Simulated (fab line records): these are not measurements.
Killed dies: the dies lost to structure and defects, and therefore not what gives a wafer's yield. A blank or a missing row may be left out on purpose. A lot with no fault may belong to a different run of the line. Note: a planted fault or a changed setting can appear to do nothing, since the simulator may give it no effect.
fab line records	flow n5Finfet	part 1 of 2: steps 1 to 19 of 28
record: lots: 5	wafers: 15	lastDay: 17
route steps=1938 shown MOL_CONTACT_COAG@610 BEOL_M0_SAQP@632
lots untouched by any fault: they come from a run of this same line in which no faults occurred
startH: start of the lot's first displayed wafer, in hours after the record's first day	waitH: hours from the lot's prior step to this one	" the same as in the row above	L1.1+2: several wafers, shown together as one row	- value missing, or start not given	* or withheld: withheld	< > ~ a bound
route shown NAME@n: NAME is a module with steps in the file, n the number in the route of the first one	usual: the fault-free wafers' mean and standard deviation	same: alike in all rows	chamber/n: place in a boat	sites: per-site readings	_std_site: their standard deviation	_edge_site: outer sites' mean less inner sites'	radiusMm: how far each site lies from the wafer's centre	mask NAME#n: copy n	behind: the tool/chamber that last shaped the wafer	hold: reason for holding the lot/hours on hold/outcome of the hold	device: transistor that didn't switch, given as n, p or np	end of line: the same wafers' tests at the end of the route	a step without rows: its recipe alone	killed: the dies lost at the first sort to structure and to defects; this is not the yield of the wafer	map: shows each die of a wafer: x if killed, . if not, _ if none is there
set.NAME: the setting as run; set.NAME@STEP: as run at that earlier step	model.NAME: the simulator's own value behind a step, which no gauge read
lots at some steps of the route; a table a step, a row a wafer
services: from which hour (startH, from the record's first day; less than 0 if before it) a tool's chamber was out of use, for how many hours, and why
== steps ==
step: N5_MOL_CONTACT_COAG_ETCH_67
recipe: chemistry: N2/H2	target: SOC	targetDepthA: 600	overetchA: 210	maskMaterial: SiARC	tempC: 40	timeS: 101.2	ionEnergyEv: 200	pressureMtorr: 30	sourceW: 840	biasW: 150	n2FlowSccm: 200	h2FlowSccm: 200
usual: drypumpMotorCurrentA: 5.5/0.49	oesProductAu: 0.67/0.078	rfVppV: 523.7/2.7	showerheadPlenumPTorr: 2.54/0.09	throttleValvePct: 17.8/0.31
lot.wafer	tool	chamber	startH	waitH	drypumpMotorCurrentA	oesProductAu	rfHoursCounterH	rfVppV	showerheadPlenumPTorr	throttleValvePct
L076.1	rieDiel-04	2	114.03	0.0	5.1	0.59	241	521.9	2.51	17.9
L076.4	"	0	"	"	5.0	0.59	232	523.0	2.54	18.3
L076.6	"	1	"	"	6.0	0.63	-	526.6	2.64	18.2
L077.1	rieDiel-03	3	117.24	0.0	5.2	0.65	121	525.9	2.67	17.9
L077.3	"	0	"	"	6.1	0.78	11	521.5	2.50	18.0
L077.6	"	2	"	"	5.9	0.60	-	523.7	2.53	17.9
L078.1	rieDiel-02	1	123.49	0.0	6.4	0.59	236	523.6	2.50	17.5
L078.3	"	2	"	"	5.2	0.73	39	522.3	2.50	17.7
L078.4	"	3	"	"	5.3	0.80	8	527.8	2.70	17.4
L083.2	rieDiel-04	0	155.67	0.0	5.0	0.58	249	522.2	2.53	18.3
L083.5	"	0	"	"	5.0	0.58	-	522.7	2.53	18.3
L083.6	"	1	"	"	6.0	0.61	-	526.4	2.63	18.2
L096.2	rieDiel-02	2	235.21	0.0	5.1	0.68	80	523.1	2.48	17.8
L096.3	"	0	"	"	5.1	0.57	239	520.4	2.39	18.2
L096.5	"	0	"	"	5.1	0.58	-	521.0	2.39	18.2
step: N5_MOL_CONTACT_COAG_STRIP_68
recipe: chemistry: N2/H2	tempC: 40	n2FlowSccm: 200	h2FlowSccm: 200	rfFrequencyHz: 6e+07
lot.wafer	tool	chamber	startH	waitH
L076.1+4+6	rieDiel-04	2,0,1	114.10	0.0
L077.1+3+6	rieDiel-03	3,0,2	117.31	0.0
L078.1+3+4	rieDiel-02	1,2,3	123.56	0.0
L083.2+5+6	rieDiel-04	0,0,1	155.74	0.0
L096.2+3+5	rieDiel-02	2,0,0	235.28	0.0
step: N5_MOL_CONTACT_COAG_STRIP_69
recipe: chemistry: N2/H2	tempC: 40	n2FlowSccm: 200	h2FlowSccm: 200	rfFrequencyHz: 6e+07
lot.wafer	tool	chamber	startH	waitH
L076.1+4+6	rieDiel-04	2,0,1	114.11	0.0
L077.1+3+6	rieDiel-03	3,0,2	117.32	0.0
L078.1+3+4	rieDiel-02	1,2,3	123.57	0.0
L083.2+5+6	rieDiel-04	0,0,1	155.75	0.0
L096.2+3+5	rieDiel-02	2,0,0	235.29	0.0
step: N5_MOL_CONTACT_COAG_ETCHBACK_136
recipe: chemistry: CHF3	target: SiO2	targetDepthA: 250	timeS: 16.7	ionEnergyEv: 200	pressureMtorr: 30	sourceW: 610	biasW: 170	Ar_flow_sccm: 200	CHF3_flow_sccm: 50
usual: CHF3_flow_sccm: 49.97/0.16	drypumpMotorCurrentA: 5.5/0.49	oes_f_703_au: 0.79/0.09	oesProductAu: 0.80/0.1	rfVppV: 530/9.1	showerheadPlenumPTorr: 2.37/0.084	throttleValvePct: 18.7/0.31
lot.wafer	tool	chamber	startH	waitH	CHF3_flow_sccm	drypumpMotorCurrentA	oes_f_703_au	oesProductAu	rfHoursCounterH	rfVppV	showerheadPlenumPTorr	throttleValvePct
L076.1	rieDiel-04	2	114.12	0.0	50.07	5.1	0.71	0.71	241	524	2.34	18.8
L076.4	"	0	"	"	50.05	4.9	0.71	0.69	232	531	2.33	18.9
L076.6	"	1	"	"	49.92	6.0	0.75	0.74	-	539	2.48	19.1
L077.1	rieDiel-03	3	117.33	0.0	50.08	5.1	0.79	0.76	121	518	2.49	18.7
L077.3	"	0	"	"	50.08	6.1	0.92	0.94	11	540	2.34	18.9
L077.6	"	2	"	"	49.89	5.9	0.71	0.73	-	549	2.35	18.7
L078.1	rieDiel-02	1	123.58	0.0	50.12	6.4	0.69	0.68	236	524	2.34	18.4
L078.3	"	2	"	"	49.87	5.1	0.87	0.88	39	516	2.32	18.5
L078.4	"	3	"	"	49.97	5.3	0.95	0.99	8	536	2.53	18.5
L083.2	rieDiel-04	0	155.76	0.0	49.95	5.0	0.69	0.68	249	532	2.32	18.9
L083.5	"	0	"	"	49.91	5.0	0.69	0.68	-	531	2.32	18.9
L083.6	"	1	"	"	50.01	6.0	0.73	0.73	-	539	2.47	19.1
L096.2	rieDiel-02	2	235.30	0.0	49.91	5.1	0.82	0.81	80	516	2.30	18.5
L096.3	"	0	"	"	49.93	5.1	0.70	0.69	240	524	2.26	19.3
L096.5	"	0	"	"	49.89	5.1	0.70	0.69	-	524	2.26	19.3
step: N5_MOL_CONTACT_COAG_STRIP_120
recipe: chemistry: CHF3	resist: SiARC	rfFrequencyHz: 6e+07
lot.wafer	tool	chamber	startH	waitH
L076.1+4+6	rieDiel-04	2,0,1	114.14	0.0
L077.1+3+6	rieDiel-03	3,0,2	117.36	0.0
L078.1+3+4	rieDiel-02	1,2,3	123.61	0.0
L083.2+5+6	rieDiel-04	0,0,1	155.78	0.0
L096.2+3+5	rieDiel-02	2,0,0	235.33	0.0
step: N5_MOL_CONTACT_COAG_VIA_ETCH_117
recipe: chemistry: C4F6/O2	targetDepthA: 400	overetchA: 80	maskMaterial: SOC	target: SiO2	biasW: 455	pressureMtorr: 10	timeS: 26	sourceW: 325	Ar_flow_sccm: 300	C4F6_flow_sccm: 10	O2_flow_sccm: 10	ionEnergyEv: 575.3	ends: endPoint
usual: drypumpMotorCurrentA: 5.5/0.49	oes_f_703_au: 0.80/0.092	oes_o_777_au: 0.80/0.095	oesProductAu: 0.72/0.08	rfVppV: 1603/26	showerheadPlenumPTorr: 2.83/0.1	throttleValvePct: 41.0/0.55
lot.wafer	tool	chamber	startH	waitH	drypumpMotorCurrentA	oes_f_703_au	oes_o_777_au	oesProductAu	rfHoursCounterH	rfVppV	showerheadPlenumPTorr	throttleValvePct
L076.1	rieDiel-04	2	114.15	0.0	5.1	0.71	0.72	0.63	241	1586	2.79	40.7
L076.4	"	0	"	"	5.0	0.70	0.69	0.64	232	1610	2.79	40.8
L076.6	"	1	"	"	6.0	0.74	0.74	0.67	-	1628	2.95	42.0
L077.1	rieDiel-03	3	117.37	0.0	5.2	0.78	0.76	0.70	121	1576	2.97	40.7
L077.3	"	0	"	"	6.1	0.94	0.94	0.83	11	1629	2.79	41.3
L077.6	"	2	"	"	5.9	0.71	0.72	0.65	-	1657	2.81	40.4
L078.1	rieDiel-02	1	123.62	0.0	6.4	0.69	0.70	0.64	236	1584	2.79	40.2
L078.3	"	2	"	"	5.1	0.88	0.88	0.78	39	1568	2.77	40.5
L078.4	"	3	"	"	5.3	0.94	0.95	0.84	8	1623	3.02	41.3
L083.2	rieDiel-04	0	155.79	0.0	5.0	0.69	0.67	0.62	249	1608	2.78	40.9
L083.5	"	0	"	"	5.0	0.69	0.68	0.63	-	1607	2.78	40.8
L083.6	"	1	"	"	6.0	0.73	0.74	0.66	-	1628	2.94	42.0
L096.2	rieDiel-02	2	235.34	0.0	5.1	0.81	0.82	0.74	80	1568	2.75	40.6
L096.3	"	0	"	"	5.1	0.70	0.69	0.63	240	1585	2.70	41.8
L096.5	"	0	"	"	5.1	0.70	0.70	0.63	-	1582	2.70	41.8
step: N5_MOL_CONTACT_COAG_ETCH_124
recipe: chemistry: CH3F/O2	target: SiNx	targetDepthA: 65	maskMaterial: SOC	stopOn: SiOC	overEtchFrac: 0.3	ionEnergyEv: 120	pressureMtorr: 30	sourceW: 395	biasW: 73	Ar_flow_sccm: 150	CH3F_flow_sccm: 30	O2_flow_sccm: 20	ends: endPoint
usual: drypumpMotorCurrentA: 5.5/0.49	oes_f_703_au: 0.79/0.09	oes_o_777_au: 0.80/0.094	oesProductAu: 0.68/0.08	rfVppV: 301/5.1	showerheadPlenumPTorr: 1.99/0.074	throttleValvePct: 16.33/0.29
lot.wafer	tool	chamber	startH	waitH	drypumpMotorCurrentA	oes_f_703_au	oes_o_777_au	oesProductAu	rfHoursCounterH	rfVppV	showerheadPlenumPTorr	throttleValvePct
L076.1	rieDiel-04	2	114.18	0.0	5.1	0.71	0.70	0.61	241	298	1.97	16.47
L076.4	"	0	"	"	5.0	0.70	0.70	0.60	232	302	1.96	16.48
L076.6	"	1	"	"	6.0	0.74	0.76	0.64	-	306	2.08	16.66
L077.1	rieDiel-03	3	117.40	0.0	5.2	0.79	0.76	0.65	121	295	2.10	16.33
L077.3	"	0	"	"	6.2	0.92	0.93	0.79	11	306	1.96	16.43
L077.6	"	2	"	"	5.8	0.71	0.71	0.62	-	312	1.98	16.31
L078.1	rieDiel-02	1	123.64	0.0	6.4	0.69	0.68	0.60	236	296	1.97	16.11
L078.3	"	2	"	"	5.1	0.87	0.88	0.74	39	294	1.95	16.08
L078.4	"	3	"	"	5.3	0.95	0.95	0.81	8	305	2.13	16.06
L083.2	rieDiel-04	0	155.82	0.0	5.0	0.69	0.68	0.59	249	301	1.95	16.52
L083.5	"	0	"	"	4.9	0.69	0.69	0.59	-	302	1.95	16.53
L083.6	"	1	"	"	6.0	0.73	0.73	0.63	-	304	2.07	16.67
L096.2	rieDiel-02	2	235.36	0.0	5.1	0.82	0.82	0.69	80	295	1.93	16.17
L096.3	"	0	"	"	5.1	0.70	0.70	0.59	240	297	1.89	16.86
L096.5	"	0	"	"	5.1	0.71	0.70	0.59	-	298	1.89	16.86
step: N5_MOL_CONTACT_COAG_ETCH_48
recipe: chemistry: C4F6/O2	targetDepthA: 150	overetchA: 45	maskMaterial: SOC	target: SiOC	biasW: 465	pressureMtorr: 10	timeS: 17	sourceW: 335	Ar_flow_sccm: 300	C4F6_flow_sccm: 10	O2_flow_sccm: 10	ionEnergyEv: 576
usual: drypumpMotorCurrentA: 5.5/0.49	oes_f_703_au: 0.80/0.092	oes_o_777_au: 0.80/0.096	oesProductAu: 0.66/0.081	rfVppV: 1605/26	showerheadPlenumPTorr: 2.83/0.1	throttleValvePct: 40.6/0.54
lot.wafer	tool	chamber	startH	waitH	drypumpMotorCurrentA	oes_f_703_au	oes_o_777_au	oesProductAu	rfHoursCounterH	rfVppV	showerheadPlenumPTorr	throttleValvePct
L076.1	rieDiel-04	2	114.22	0.0	5.1	0.72	0.72	0.59	241	1587	2.79	40.3
L076.4	"	0	"	"	5.0	0.71	0.69	0.58	232	1612	2.79	40.4
L076.6	"	1	"	"	6.0	0.75	0.74	0.64	-	1629	2.95	41.5
L077.1	rieDiel-03	3	117.44	0.0	5.2	0.78	0.76	0.62	121	1577	2.97	40.3
L077.3	"	0	"	"	6.1	0.93	0.94	0.76	11	1631	2.79	40.9
L077.6	"	2	"	"	5.9	0.71	0.72	0.57	-	1659	2.81	39.9
L078.1	rieDiel-02	1	123.68	0.0	6.4	0.69	0.69	0.58	236	1588	2.79	39.7
L078.3	"	2	"	"	5.1	0.87	0.88	0.76	39	1572	2.77	40.1
L078.4	"	3	"	"	5.3	0.95	0.95	0.79	8	1626	3.02	40.8
L083.2	rieDiel-04	0	155.86	0.0	5.0	0.69	0.67	0.57	249	1612	2.78	40.4
L083.5	"	0	"	"	4.9	0.69	0.68	0.56	-	1611	2.78	40.4
L083.6	"	1	"	"	6.0	0.73	0.74	0.61	-	1630	2.94	41.5
L096.2	rieDiel-02	2	235.40	0.0	5.2	0.82	0.83	0.70	80	1569	2.75	40.2
L096.3	"	0	"	"	5.1	0.69	0.70	0.55	240	1586	2.70	41.3
L096.5	"	0	"	"	5.1	0.70	0.69	0.58	-	1584	2.70	41.3
step: N5_MOL_CONTACT_COAG_STRIP_72
recipe: chemistry: N2/H2	powerW: 450	tempC: 40	pressureMtorr: 20	rfFrequencyHz: 6e+07	overashFraction: 3	biasPowerW: 7	h2Frac: 0.5	n2FlowSccm: 200	h2FlowSccm: 200
usual: drypumpMotorCurrentA: 5.5/0.49	oesProductAu: 0.80/0.1	rfVppV: 59.1/2.1	showerheadPlenumPTorr: 2.53/0.09	throttleValvePct: 23.6/0.37
lot.wafer	tool	chamber	startH	waitH	drypumpMotorCurrentA	oesProductAu	rfHoursCounterH	rfVppV	showerheadPlenumPTorr	throttleValvePct
L076.1	rieDiel-04	2	114.27	0.0	5.1	0.71	241	56.4	2.50	23.6
L076.4	"	0	"	"	4.9	0.71	232	60.3	2.53	24.2
L076.6	"	1	"	"	6.0	0.75	-	56.5	2.63	24.1
L077.1	rieDiel-03	3	117.49	0.0	5.1	0.78	122	59.2	2.67	23.6
L077.3	"	0	"	"	6.1	0.96	11	57.9	2.49	23.9
L077.6	"	2	"	"	5.9	0.72	-	63.3	2.52	23.7
L078.1	rieDiel-02	1	123.74	0.0	6.4	0.68	236	61.1	2.50	23.1
L078.3	"	2	"	"	5.1	0.86	39	59.2	2.49	23.6
L078.4	"	3	"	"	5.3	0.97	8	59.9	2.69	23.2
L083.2	rieDiel-04	0	155.91	0.0	5.0	0.69	249	62.5	2.52	24.2
L083.5	"	0	"	"	5.0	0.68	-	57.3	2.53	24.3
L083.6	"	1	"	"	6.0	0.73	-	60.9	2.62	24.1
L096.2	rieDiel-02	2	235.46	0.0	5.1	0.83	80	62.0	2.48	23.6
L096.3	"	0	"	"	5.1	0.68	240	57.5	2.39	23.9
L096.5	"	0	"	"	5.1	0.69	-	57.2	2.39	23.9
step: N5_MOL_CONTACT_COAG_STRIP_49
recipe: chemistry: N2/H2	timeS: 30	powerW: 1000	tempC: 250	pressureMtorr: withheld	n2FlowSccm: 1750	h2FlowSccm: 3250
usual: drypumpMotorCurrentA: 5.6/0.36	heaterPowerW: 375/21
lot.wafer	tool	chamber	startH	waitH	drypumpMotorCurrentA	heaterPowerW	rfHoursCounterH
L076.1	plasmaAsher-01	1	114.35	-	6.1	406	89
L076.4	"	0	"	"	5.1	349	-
L076.6	"	0	"	"	5.1	344	-
L077.1	plasmaAsher-01	1	117.72	-	6.1	409	90
L077.3	"	1	"	"	6.1	410	-
L077.6	"	0	"	"	5.1	355	-
L078.1	plasmaAsher-01	1	123.82	-	6.1	411	91
L078.3	"	1	"	"	6.1	411	-
L078.4	"	0	"	"	5.1	360	-
L083.2	plasmaAsher-02	0	155.99	-	5.6	383	54
L083.5	"	0	"	"	5.6	382	-
L083.6	"	1	"	"	5.4	369	-
L096.2	plasmaAsher-02	1	235.54	-	5.4	355	70
L096.3	"	1	"	"	5.4	357	-
L096.5	"	1	"	"	5.4	355	-
step: N5_MOL_CONTACT_COAG_PRECLEAN_138
recipe: chemistry: alkalineClean	tempC: 60	timeS: 60	doPpb: 50
lot.wafer	tool	chamber	startH	waitH
L076.1+4+6	wetBench-03	7,0,4	114.44	0.1
L077.1+3+6	wetBench-02	7,3,0	117.81	0.1
L078.1+3+4	wetBench-02	1,6,0	123.91	0.1
L083.2+5+6	wetBench-03	3,6,0	156.08	0.1
L096.2+3+5	wetBench-03	4,1,5	235.63	0.1
step: N5_MOL_CONTACT_COAG_SRD_139
recipe: dry: ipaMarangoni	timeS: 30	tempC: 23	rinseLiquid: diw
lot.wafer	tool	chamber	startH	waitH
L076.1+4+6	wetBench-03	7,0,4	114.46	0.0
L077.1+3+6	wetBench-02	7,3,0	117.83	0.0
L078.1+3+4	wetBench-02	1,6,0	123.93	0.0
L083.2+5+6	wetBench-03	3,6,0	156.10	0.0
L096.2+3+5	wetBench-03	4,1,5	235.65	0.0
step: N5_MOL_CONTACT_COAG_CD_MEAS_101
recipe: targetCdNm: 16
usual: cdNm: 16.0/0.35
lot.wafer	tool	chamber	startH	waitH	cdNm
L076.1	cdSem-03	-	114.51	0.0	15.8
L076.4	"	-	"	"	15.3
L076.6	"	-	"	"	15.2
L077.1	cdSem-03	-	117.87	0.0	16.0
L077.3	"	-	"	"	15.4
L077.6	"	-	"	"	15.8
L078.1	cdSem-01	-	123.97	0.0	16.1
L078.3	"	-	"	"	16.3
L078.4	"	-	"	"	16.1
L083.2	cdSem-02	-	156.14	0.0	15.2
L083.5	"	-	"	"	15.6
L083.6	"	-	"	"	15.7
L096.2	cdSem-02	-	235.69	0.0	16.1
L096.3	"	-	"	"	16.5
L096.5	"	-	"	"	16.7
step: N5_MOL_CONTACT_COAG_PRE_CLEAN_121
recipe: gas: H2/He	timeS: *	tempC: withheld
lot.wafer	tool	chamber	startH	waitH
L076.1+4+6	cvdW-01	0,1,1	114.55	0.0
L077.1+3+6	cvdW-02	1,1,0	117.91	0.0
L078.1+3+4	cvdW-01	0,1,0	124.01	0.0
L083.2+5+6	cvdW-02	1,1,0	156.18	0.0
L096.2+3+5	cvdW-01	0	235.73	0.0
step: N5_MOL_CONTACT_COAG_CVD_140
recipe: material: W	targetThkA: 665	mode: selectiveFill	tempC: 300	timeS: 215
usual: heaterPowerW: 459/21
lot.wafer	tool	chamber	startH	waitH	heaterPowerW
L076.1	cvdW-01	0	114.64	0.1	447
L076.4	"	1	"	"	469
L076.6	"	1	"	"	458
L077.1	cvdW-02	1	118.00	0.1	433
L077.3	"	1	"	"	427
L077.6	"	0	"	"	499
L078.1	cvdW-01	0	124.10	0.1	455
L078.3	"	1	"	"	466
L078.4	"	0	"	"	440
L083.2	cvdW-02	1	156.27	0.1	441
L083.5	"	1	"	"	430
L083.6	"	0	"	"	494
L096.2	cvdW-01	0	235.82	0.1	447
L096.3	"	0	"	"	442
L096.5	"	0	"	"	454
step: N5_MOL_CONTACT_COAG_PRECLEAN_127
recipe: chemistry: DIW	timeS: 57.5	tempC: 23
lot.wafer	tool	chamber	startH	waitH
L076.1+4+6	wetBench-02	7,1,2	114.91	0.2
L077.1+3+6	wetBench-01	5,6,2	118.27	0.2
L078.1+3+4	wetBench-02	0,4,2	124.37	0.2
L083.2+5+6	wetBench-02	4,1,6	156.55	0.2
L096.2+3+5	wetBench-02	3,1,0	236.09	0.2
step: N5_MOL_CONTACT_COAG_SRD_128
recipe: dryTimeS: 32	dry: n2Spin	spinRpm: 1500
lot.wafer	tool	chamber	startH	waitH
L076.1+4+6	wetBench-02	7,1,2	114.93	0.0
L077.1+3+6	wetBench-01	5,6,2	118.29	0.0
L078.1+3+4	wetBench-02	0,4,2	124.39	0.0
L083.2+5+6	wetBench-02	4,1,6	156.57	0.0
L096.2+3+5	wetBench-02	3,1,0	236.11	0.0
step: N5_MOL_CONTACT_COAG_CMP_52
recipe: stopOn: SiO2	tOverpolishS: 1.5	postCmpClean: wDiluteNh4oh	downForcePsi: 4	platenRpm: 50.289	padVelocityMS: 1.0006	targetThkNm: 66.5
usual: motorCurrentA: 11.8/1.4	overpolishRunS: 1.500/0.0086	timeToEndpointS: 12.6/2.2
lot.wafer	tool	chamber	startH	waitH	motorCurrentA	overpolishRunS	timeToEndpointS
L076.1	cmp-03	0	115.00	0.1	9.7	1.496	14.8
L076.4	"	1	"	"	14.8	1.515	10.9
L076.6	"	0	"	"	10.7	1.507	11.8
L077.1	cmp-03	0	118.32	0.0	10.1	1.507	15.4
L077.3	"	1	"	"	14.3	1.489	9.2
L077.6	"	1	"	"	14.6	1.499	10.2
L078.3	cmp-03	3	124.46	0.1	10.2	1.489	15.5
L078.4	"	0	"	"	10.2	1.491	10.9
L078.1	"	1	"	"	14.4	1.495	9.6
L083.2	cmp-04	1	156.64	0.1	12.0	1.490	13.9
L083.5	"	0	"	"	12.1	1.506	14.6
L083.6	"	1	"	"	12.1	1.504	12.6
L096.2	cmp-03	0	236.18	0.1	9.8	1.497	12.2
L096.3	"	2	"	"	12.5	1.507	12.8
L096.5	"	3	"	"	10.1	1.515	17.0
step: N5_MOL_CONTACT_COAG_THK_MEAS_53
recipe: reads: SiO2_of_MOL_CONTACT_COAG_PECVD_31
usual: VIA_MOL_THK: 43.6/0.61
lot.wafer	tool	chamber	startH	waitH	VIA_MOL_THK[nm]
L076.1	filmMetro-02	-	115.25	-	42.9
L076.4	"	-	"	"	44.1
L076.6	"	-	"	"	43.2
L077.1	filmMetro-02	-	118.61	-	44.3
L077.3	"	-	"	"	43.1
L077.6	"	-	"	"	43.6
L078.1	filmMetro-02	-	124.72	-	42.7
L078.3	"	-	"	"	43.5
L078.4	"	-	"	"	43.6
L083.2	filmMetro-01	-	156.90	-	43.1
L083.5	"	-	"	"	43.5
L083.6	"	-	"	"	43.6
L096.2	filmMetro-02	-	236.44	-	43.3
L096.3	"	-	"	"	43.2
L096.5	"	-	"	"	44.5
